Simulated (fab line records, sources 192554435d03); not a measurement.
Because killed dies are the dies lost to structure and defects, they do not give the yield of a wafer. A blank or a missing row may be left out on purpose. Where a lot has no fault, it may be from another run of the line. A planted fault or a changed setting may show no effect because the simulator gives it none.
What tool caused it? -- flow n5 finfet -- 12 lots, 33 wafers sampled, at 4 steps of a route of 1938

WHAT EACH GAUGE READ, for each wafer
The record holds no reading of a measuring or inspecting step that can be judged against a usual standard deviation.

TOOL THAT RAN EACH LOT (tool first, then ch and the chambers of the sampled wafers, then the start)
lot,N5_MIM_BOT_DEGAS_01,N5_MIM_BOT_SPUTTER_00,N5_MIM_TOP_ALD_00,N5_MIM_BOT_ETCH_ETCH_03
L955,"pvd sputter-03, day 12 10:42","pvd sputter-03, day 12 10:44","ald hk-03 ch 0,1,3, day 12 10:50","rie metal-02 ch 0,1, day 12 13:28"
L956,"pvd sputter-02, day 13 05:01","pvd sputter-02, day 13 05:03","ald hk-02 ch 0,1,3, day 13 05:10","rie metal-02 ch 0,1, day 13 07:11"
L960,"pvd sputter-01, day 13 13:16","pvd sputter-01, day 13 13:18","ald hk-03 ch 1,2,3, day 13 13:25","rie metal-03 ch 0,1, day 13 16:05"
L958,"pvd sputter-02, day 13 22:35","pvd sputter-02, day 13 22:37","ald hk-02 ch 0,2, day 13 22:43","rie metal-02 ch 0,1, day 14 01:22"
L959,"pvd sputter-03, day 13 22:35","pvd sputter-03, day 13 22:37","ald hk-03 ch 0,2,3, day 13 22:43","rie metal-01 ch 0,1, day 14 01:19"
L965,"pvd sputter-01, day 15 03:04","pvd sputter-01, day 15 03:06","ald hk-02 ch 0,1,2, day 15 03:12","rie metal-03 ch 0,1, day 15 05:37"
L966,"pvd sputter-03, day 16 06:28","pvd sputter-03, day 16 06:31","ald hk-01 ch 3, day 16 06:37","rie metal-01 ch 1, day 16 09:31"
L971,"pvd sputter-01, day 16 19:48","pvd sputter-01, day 16 19:50","ald hk-02 ch 0,2,3, day 16 19:56","rie metal-01 ch 0,1, day 17 01:26"
L974,"pvd sputter-02, day 17 15:25","pvd sputter-02, day 17 15:29","ald hk-03 ch 0,3, day 17 15:35","rie metal-02 ch 0,1, day 17 19:32"
L973,"pvd sputter-02, day 17 19:19","pvd sputter-02, day 17 19:22","ald hk-02 ch 1,2, day 17 19:28","rie metal-02 ch 0,1, day 17 23:42"
L977,"pvd sputter-02, day 18 07:44","pvd sputter-02, day 18 07:47","ald hk-01 ch 0,2,3, day 18 07:53","rie metal-03 ch 0,1, day 18 10:41"
L975,"pvd sputter-02, day 18 07:58","pvd sputter-02, day 18 08:00","ald hk-02 ch 0,2, day 18 08:06","rie metal-02 ch 1, day 18 10:45"
- N5_MIM_BOT_DEGAS_01: time 60 s.
- N5_MIM_BOT_SPUTTER_00: material TiN, target thk 35 nm, time 89.7 s.
- N5_MIM_TOP_ALD_00: deposits Al2O3, purge time 3 s, co reactant pulse time 3 s.
- N5_MIM_BOT_ETCH_ETCH_03: etches the open film in Cl2/BCl3, target depth 12 nm.

AS READ BY THE TOOLS THEMSELVES (means over the sampled wafers that have a number; for cases with no such wafer, the mark the record gives instead)
N5_MIM_BOT_DEGAS_01. Usual: heater power w 462 W, standard deviation 56; susceptor temp C 300.02 C, standard deviation 0.19.
lot,tool,heater power w (W),susceptor temp C (C),flag
L955,pvd sputter-03,444,300.19,
L956,pvd sputter-02,422,300.08,
L960,pvd sputter-01,499,300.06,
L958,pvd sputter-02,462,300.18,
L959,pvd sputter-03,454,300.02,
L965,pvd sputter-01,475,299.71,
L966,pvd sputter-03,448,300.15,
L971,pvd sputter-01,440,299.92,
L974,pvd sputter-02,402,300.06,
L973,pvd sputter-02,426,299.78,
L977,pvd sputter-02,444,299.92,
L975,pvd sputter-02,468,300.30,

N5_MIM_BOT_SPUTTER_00. Usual: chamber pressure pa 0.5000 Pa, standard deviation 0.001; susceptor temp C 199.99 C, standard deviation 0.17; throttle valve pct 30.3 %, standard deviation 0.67.
lot,tool,chamber pressure pa (Pa),susceptor temp C (C),throttle valve pct (%),flag
L955,pvd sputter-03,0.5008,199.99,30.1,
L956,pvd sputter-02,0.5002,199.95,30.7,
L960,pvd sputter-01,0.5001,200.05,30.1,
L958,pvd sputter-02,0.5008,199.84,30.7,
L959,pvd sputter-03,0.4995,200.15,29.7,
L965,pvd sputter-01,0.5011,200.04,30.5,
L966,pvd sputter-03,0.5005,200.03,30.4,
L971,pvd sputter-01,0.5002,199.92,30.4,
L974,pvd sputter-02,0.5000,200.03,30.4,
L973,pvd sputter-02,0.4999,199.84,30.8,
L977,pvd sputter-02,0.5001,200.01,30.0,
L975,pvd sputter-02,0.5010,199.97,30.1,

N5_MIM_TOP_ALD_00. Usual: precursor pulse height rel 0.998, standard deviation 0.021.
lot,tool,precursor pulse height rel,flag
L955,ald hk-03,0.972,
L956,ald hk-02,1.000,
L960,ald hk-03,0.988,
L958,ald hk-02,1.010,
L959,ald hk-03,1.000,
L965,ald hk-02,1.007,
L966,ald hk-01,1.016,
L971,ald hk-02,1.008,
L974,ald hk-03,1.022,
L973,ald hk-02,0.983,
L977,ald hk-01,1.002,
L975,ald hk-02,1.003,

N5_MIM_BOT_ETCH_ETCH_03. Usual: bcl3 flow sccm 79.96 sccm, standard deviation 0.23; bias w 100.01 W, standard deviation 0.28; drypump motor current A 5.7 A, standard deviation 0.37; mfc cl2 sccm 20.00 sccm, standard deviation 0.066; oes product au 0.81 a.u., standard deviation 0.077; throttle valve pct 27.6 %, standard deviation 0.46.
lot,tool,bcl3 flow sccm (sccm),bias w (W),drypump motor current A (A),mfc cl2 sccm (sccm),oes product au (a.u.),throttle valve pct (%),flag
L955,rie metal-02,80.18,100.06,5.7,20.06,0.70,27.8,
L956,rie metal-02,80.17,99.83,5.7,20.04,0.74,28.0,
L960,rie metal-03,79.84,100.01,6.0,20.04,0.80,27.3,
L958,rie metal-02,79.75,100.41,5.7,20.00,0.70,27.8,
L959,rie metal-01,80.15,99.73,5.5,20.06,0.92,27.4,
L965,rie metal-03,80.14,99.58,5.9,19.96,0.79,27.2,
L966,rie metal-01,79.91,117.50,6.2,19.82,0.90,28.1,OFF
L971,rie metal-01,80.10,117.43,5.9,19.92,0.90,27.8,OFF
L974,rie metal-02,80.10,99.98,5.7,20.03,0.85,28.0,
L973,rie metal-02,79.97,100.23,5.7,19.99,0.88,28.0,
L977,rie metal-03,79.90,99.80,5.6,20.00,0.76,27.2,
L975,rie metal-02,80.24,100.02,5.6,20.00,0.76,28.1,

THE ANSWER, worked out from the rows above alone
Rule: take the mean of a lot's wafers that have a number; if it is more than 3 standard deviations from the usual mean, the lot is off. A lot without any number at a reading at which 4 lots or more have one is off too. The other lots that the step has rows for count as sound. The gauges are gone through in route order, then the tools' own readings, and for those a lot's mean is taken as printed above. At the first step where some lot is off, the reading lying furthest off is the one used; lots without a number count as furthest.
Off: L966, L971 (N5_MIM_BOT_ETCH_ETCH_03, bias w).
If a tool, at that step or one of the process steps before it, ran each lot that is off and ran no sound lot following the first of them, it fits. One fits: rie metal-01 at N5_MIM_BOT_ETCH_ETCH_03. Its last sound lot is L959 (day 14 01:19), its first lot that is off L966 (day 16 09:31): a fault that began between those two fits.
On the lots that are off, the tool's own readings at N5_MIM_BOT_ETCH_ETCH_03 differ by more than 5 times the standard deviation of the sound lots' means, which bears it out; bias w reads 117.47 W there versus 99.97 W on the sound lots.

WHAT THE SIMULATOR HAD INSERTED
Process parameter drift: rie metal-01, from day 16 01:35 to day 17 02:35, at N5_MIM_BOT_ETCH_ETCH_03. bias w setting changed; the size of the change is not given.
Lots struck among those shown: L966, L971. Same finding as the rule above.
